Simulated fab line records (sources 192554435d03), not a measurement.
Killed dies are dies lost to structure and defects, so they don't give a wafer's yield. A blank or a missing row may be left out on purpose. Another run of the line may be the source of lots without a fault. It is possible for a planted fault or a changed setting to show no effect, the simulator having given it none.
Comparing a struck lot with a sound one + flow n5_finfet + 15 steps out of a route of 1938
Sound: wafers L155.2, L155.4, L155.5. Struck: wafer L171.6 (left out: L171.1, a lot-mate that was not struck); the cause follows at the end.
Order at every step that has rows: each side's tool, ch and its chambers, its first start. Under that, the readings that differ: sound wafers + struck wafers + difference of the means + sigmas: that difference in standard deviations of wafers without a fault.
alike: readings with means less than 2 such deviations apart, plus words and numbers identical on both sides. not compared: withheld readings, readings lacking a value on some wafer, bounds such as >300 that could conceal the same value, and numbers that have no deviation in the record and whose values overlap.
The two part at a step that has a row with sigmas, a row that says differs or no value, or rows on one side only. Numbers that have no deviation but don't overlap get no sigmas and don't part them. A reading that every wafer of one side lacks parts them only if that side has two wafers or more.

first, 7 steps without rows for these wafers: N5_BEOL_M2_COAT_76 (time 60 s, resist thk 5 nm); N5_BEOL_M2_COAT_22 (resist thk 30 nm); N5_BEOL_M2_EBR_24; N5_BEOL_M2_SOFTBAKE_23 (time 60 s); N5_BEOL_M2_EXPOSE_25 (exposes mask V1, defocus 5 nm); N5_BEOL_M2_PEB_26 (peb time 60 s); N5_BEOL_M2_DEVELOP_27 (develop time 30 s).
N5_BEOL_M2_CD_MEAS_28: target cd 26.2 nm, target cd y 24.1 nm.
  sound on cd_sem-02 ch 0, day 7 14:22; struck on cd_sem-03 ch 0, day 11 07:55
  alike: cd_nm
N5_BEOL_M2_OVL_MEAS_29:
  sound on overlay-02 ch 0, day 7 14:25; struck on overlay-01 ch 0, day 11 07:57
  alike: V1_OVL
N5_BEOL_M2_INSPECT_30: inspects for defects (brightfield).
  sound on defect_inspect-01 at day 7 14:28; struck on defect_inspect-01 at day 11 08:01
  alike: raw_defect_count
N5_BEOL_M2_DESCUM_33: chemistry O2, time 7 s.
  sound on rie_diel-06 ch 0,2, day 7 14:33; struck on rie_diel-06 ch 2, day 11 08:02
  alike: drypump_motor_current_A, oes_product_au, rf_vpp_V, showerhead_plenum_p_Torr, throttle_valve_pct
  not compared: rf_hours_counter_h
N5_BEOL_M2_ETCH_77: etches underlayer in N2/H2, target depth 6.5 nm, time 5.2 s.
  sound on rie_diel-06 ch 0,2, day 7 14:35; struck on rie_diel-06 ch 2, day 11 08:05
  alike: bias_w, drypump_motor_current_A, etch_rf_on_time_s, h2_flow_sccm, oes_product_au, rf_vpp_V, showerhead_plenum_p_Torr, throttle_valve_pct
  not compared: rf_hours_counter_h
N5_BEOL_M2_ETCH_69: etches SiARC in CF4, target depth 15.6 nm, time 26 s.
  sound on rie_diel-06 ch 0,2, day 7 14:36; struck on rie_diel-06 ch 2, day 11 08:05
| reading               | sound          | struck | difference | sigmas |
|-----------------------|----------------|--------|------------|--------|
| etch_rf_on_time_s (s) | 25.3 26.0 25.0 | 17.2   | -8.2       | -12    |
| oes_product_au (a.u.) | 0.58 0.63 0.58 | 0.77   | +0.17      | +2     |
  alike: bias_w, drypump_motor_current_A, rf_vpp_V, showerhead_plenum_p_Torr, throttle_valve_pct
  not compared: rf_hours_counter_h
N5_BEOL_M2_ALD_98: deposits SiO2, target thk 2.5 nm, pulse time 1 s, co reactant pulse time 1 s.
  sound on ald_sin-02 ch 0,2,3, day 7 14:46; struck on ald_sin-04 ch 1, day 11 08:47
| reading            | sound    | struck | difference | sigmas |
|--------------------|----------|--------|------------|--------|
| heater_power_w (W) | 85 78 74 | 63     | -16        | -2     |
  alike: chamber_pressure_Torr, precursor_pulse_height_rel
N5_BEOL_M4_RC_MEAS_101:
  sound on prober-02 ch 0, day 8 17:12; struck on prober-01 ch 0, day 12 09:20
| reading        | sound          | struck | difference | sigmas |
|----------------|----------------|--------|------------|--------|
| IOFF_P (nA/um) | 0.20 0.22 0.19 | 0.13   | -0.07      | -2     |
| ION_P (uA/um)  | 457 463 460    | 445    | -15        | -2     |
| VT_P (mV)      | -249 -248 -250 | -258   | -9         | -3     |
  alike: DIBL_N, DIBL_P, IOFF_N, ION_N, SS_N, SS_P, VT_N

WHERE THEY PART
Earliest at N5_BEOL_M2_ETCH_69; latest, in this record, at N5_BEOL_M4_RC_MEAS_101.

WHY: what the simulator had put in
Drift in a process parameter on rie_diel-06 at N5_BEOL_M2_ETCH_69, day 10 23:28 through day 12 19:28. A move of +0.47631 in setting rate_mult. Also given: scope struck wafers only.
